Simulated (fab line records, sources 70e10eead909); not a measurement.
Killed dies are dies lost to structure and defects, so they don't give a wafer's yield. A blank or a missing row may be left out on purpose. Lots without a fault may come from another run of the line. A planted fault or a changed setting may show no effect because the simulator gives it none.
Which tool did it? | flow nand_harc | 6 lots, 18 wafers sampled, at 4 steps of a route of 1302

WHAT THE GAUGES READ, wafer by wafer
NHARC_A_ZERO_WELL_CD_MEAS_10: target cd 2000 nm.
lot  | measured     | on        | cd_nm (nm)
L643 | day 7 10:07  | cd_sem-02 | 1999.8 2003.8 2001.9
L645 | day 8 06:50  | cd_sem-01 | 1999.3 2007.1 2002.2
L649 | day 9 21:59  | cd_sem-01 | 1999.5 2001.0 1999.5
L652 | day 11 00:36 | cd_sem-02 | 2003.7 2001.1 2003.4
L654 | day 11 16:53 | cd_sem-02 | 2005.4 1998.6 2006.0
L661 | day 14 20:32 | cd_sem-03 | 2001.2 2002.5 2001.3

WHICH TOOL RAN EACH LOT (tool, then ch and the chambers of the sampled wafers, then the start)
lot  | NHARC_P_BONDPAD_CMP_32        | NHARC_P_BONDPAD_ETCH_37            | NHARC_A_ZERO_WELL_SOFTBAKE_05
L643 | cmp-01 ch 0,2,3, day 7 05:32  | rie_diel-10 ch 1,2,3, day 7 06:30  | litho_track-03 ch 0, day 7 09:00
L645 | cmp-02 ch 0,1,3, day 8 02:05  | rie_diel-12 ch 1,2, day 8 03:10    | litho_track-05 ch 0, day 8 06:00
L649 | cmp-01 ch 0,2,3, day 9 17:01  | rie_diel-12 ch 0,1, day 9 17:59    | litho_track-02 ch 0, day 9 21:00
L652 | cmp-01 ch 0,1,3, day 10 19:37 | rie_diel-01 ch 0,2, day 10 20:42   | litho_track-05 ch 0, day 11 00:00
L654 | cmp-02 ch 1,2,3, day 11 12:13 | rie_diel-12 ch 0,2,3, day 11 13:13 | litho_track-02 ch 0, day 11 16:00
L661 | cmp-01 ch 0,2,3, day 14 15:41 | rie_diel-10 ch 2,3, day 14 16:45   | litho_track-05 ch 0, day 14 20:00
- NHARC_P_BONDPAD_CMP_32: polishes SiCN, target thk 200 nm.
- NHARC_P_BONDPAD_ETCH_37: etches the open film in N2/H2, target depth 60 nm, overetch 18 nm, time 65.91 s.
- NHARC_A_ZERO_WELL_SOFTBAKE_05: time 70 s.

THE ANSWER, worked out from the rows above alone
Rule: what is usual is taken from the lots themselves. Put in order of their means at a reading, lots are off if they are a third of the lots or fewer, leave a main group of 4 or more, and stand apart from it by a gap of 3 or more times the standard deviation of the main group's means; of several such gaps the widest counts. A main group whose means are all the same, to the digits that the tables above print for the reading, isn't used. A lot without any number at a reading at which 4 lots or more have one is off too. The other lots that the step has rows for count as sound.
No lot is off at any reading shown: from this, nothing can be told.

WHAT THE SIMULATOR HAD PUT IN
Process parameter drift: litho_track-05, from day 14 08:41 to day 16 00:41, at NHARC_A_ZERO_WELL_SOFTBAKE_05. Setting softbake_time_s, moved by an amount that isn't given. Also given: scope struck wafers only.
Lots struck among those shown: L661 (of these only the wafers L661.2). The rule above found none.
